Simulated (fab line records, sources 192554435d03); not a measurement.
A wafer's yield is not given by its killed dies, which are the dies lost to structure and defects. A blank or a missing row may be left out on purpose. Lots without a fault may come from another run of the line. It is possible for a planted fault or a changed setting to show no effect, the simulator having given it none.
Comparing a struck lot with a sound one    flow n5_finfet    15 out of 1938 route steps
Sound: the wafers L170.1, L170.3, L170.4. Struck: wafers L177.2, L177.5 (left out: L177.4, a lot-mate that was not struck); the cause follows at the end.
For every step that has rows: the tool of each side, followed by ch and its chambers, followed by its first start. Under that, the readings that differ: sound wafers    struck wafers    difference of the means    sigmas: that difference in standard deviations of wafers without a fault.
alike: words and numbers the same on both sides, and readings whose means are apart by under 2 such deviations; not compared: readings that were withheld, readings missing a value for some wafer, numbers with overlapping values and no deviation given by the record, and bounds like >300 which may hide the same value.
A row with sigmas, a row that says differs or no value, or rows on one side alone: a step with any of these is where the two part. Numbers that don't overlap but have no deviation are shown without sigmas and don't part them. A reading missing from all wafers of one side parts the sides only when that side holds two or more wafers.

first, 1 step without rows for these wafers: N5_SD_EPI_P_DEVELOP_08 (develop time 30 s).
N5_SD_EPI_P_CD_MEAS_09 targets a cd of 240 nm.
  sound on cd_sem-02 ch 0, day 4 17:45; struck on cd_sem-03 ch 0, day 6 15:15
  alike: cd_nm
N5_SD_EPI_P_OVL_MEAS_10:
  sound on overlay-02 ch 0, day 4 17:47; struck on overlay-02 ch 0, day 6 15:17
  alike: SD_P_BLK_OVL
N5_SD_EPI_P_INSPECT_11: inspects for defects (macro).
  sound on defect_inspect-02 at day 4 17:48; struck on defect_inspect-02 at day 6 15:18
  alike: raw_defect_count
then, 1 step without rows for these wafers: N5_SD_EPI_P_DESCUM_14 (chemistry O2, time 7.9 s).
N5_SD_EPI_P_ETCH_36: etches SiARC in CF4, target depth 45.5 nm, time 75.8 s.
  sound on rie_diel-05 ch 0,2,3, day 4 17:52; struck on rie_diel-04 ch 0,1, day 6 15:29
  alike: drypump_motor_current_A, etch_rf_on_time_s, oes_product_au, rf_vpp_V, showerhead_plenum_p_Torr, throttle_valve_pct
  not compared: rf_hours_counter_h
N5_SD_EPI_P_ETCH_37: etches SOC in N2/H2, overetch 108 nm, time 486 s.
  sound on rie_diel-05 ch 0,2,3, day 4 17:56; struck on rie_diel-04 ch 0,1, day 6 15:33
  alike: drypump_motor_current_A, oes_product_au, rf_vpp_V, showerhead_plenum_p_Torr, throttle_valve_pct
  not compared: rf_hours_counter_h
then, 1 step without rows for these wafers: N5_SD_EPI_P_STRIP_38 (strips in N2/H2).
N5_SD_EPI_P_ETCHBACK_46: etches SiNx in CH3F/O2, stops on SiO2, target depth 17.5 nm.
  sound on rie_diel-05 ch 0,2,3, day 4 18:15; struck on rie_diel-04 ch 0,1, day 6 15:52
  alike: CH3F_flow_sccm, drypump_motor_current_A, oes_ar_750_au, oes_product_au, rf_vpp_V, showerhead_plenum_p_Torr, throttle_valve_pct
  not compared: rf_hours_counter_h
N5_SD_EPI_P_ETCH_47: etches SiOCN in CH3F/O2, target depth 25 nm.
  sound on rie_diel-05 ch 0,2,3, day 4 18:21; struck on rie_diel-04 ch 0,1, day 6 15:58
  alike: CH3F_flow_sccm, drypump_motor_current_A, oes_ar_750_au, oes_product_au, rf_vpp_V, showerhead_plenum_p_Torr, throttle_valve_pct
  not compared: rf_hours_counter_h
N5_SD_EPI_P_ETCH_16: etches SiO2 in CHF3/O2, target depth 5 nm.
  sound on rie_diel-05 ch 0,2,3, day 4 18:27; struck on rie_diel-04 ch 0,1, day 6 16:04
  alike: drypump_motor_current_A, oes_ar_750_au, oes_product_au, rf_vpp_V, showerhead_plenum_p_Torr, throttle_valve_pct
  not compared: rf_hours_counter_h
then, 1 step without rows for these wafers: N5_SD_EPI_P_STRIP_50 (strips in CHF3/O2).
N5_SD_EPI_P_SD_RECESS_17: chemistry HBr/Cl2/O2, target depth 39.1 nm, bt time 3 s.
  sound on rie_si-02 ch 0,1,3, day 4 18:31; struck on rie_si-02 ch 0,2, day 6 16:08
reading                               sound              struck      difference  sigmas
model.etch.depth_nm (nm)              38.39 38.63 39.13  35.6 36.33  -2.8        
model.SD_EPI_P.feature_depth_nm (nm)  38.4 38.6 39.2     35.6 36.4   -2.7        
  alike: HBr_flow_sccm, drypump_motor_current_A, oes_product_au, throttle_valve_pct
  not compared: rf_hours_counter_h
then, 1 step without rows for these wafers: N5_SD_EPI_P_WET_ETCH_45 (etches SiO2 in dHF, time 10.7 s, target depth 2 nm, rinse time 30 s).
-- here the record skips 6 days between the struck wafers' starts before and after, leaving off in module SD_EPI_P and picking up in module BEOL_M4 (first step shown: number 1111 of the route) --
N5_BEOL_M4_RC_MEAS_101:
  sound on prober-01 ch 0, day 10 00:34; struck on prober-02 ch 0, day 12 14:24
  alike: DIBL_N, DIBL_P, IOFF_N, IOFF_P, ION_N, ION_P, SS_N, SS_P, VT_N, VT_P

== WHERE THEY PART ==
Nowhere in this record.

WHY: the cause the simulator had injected
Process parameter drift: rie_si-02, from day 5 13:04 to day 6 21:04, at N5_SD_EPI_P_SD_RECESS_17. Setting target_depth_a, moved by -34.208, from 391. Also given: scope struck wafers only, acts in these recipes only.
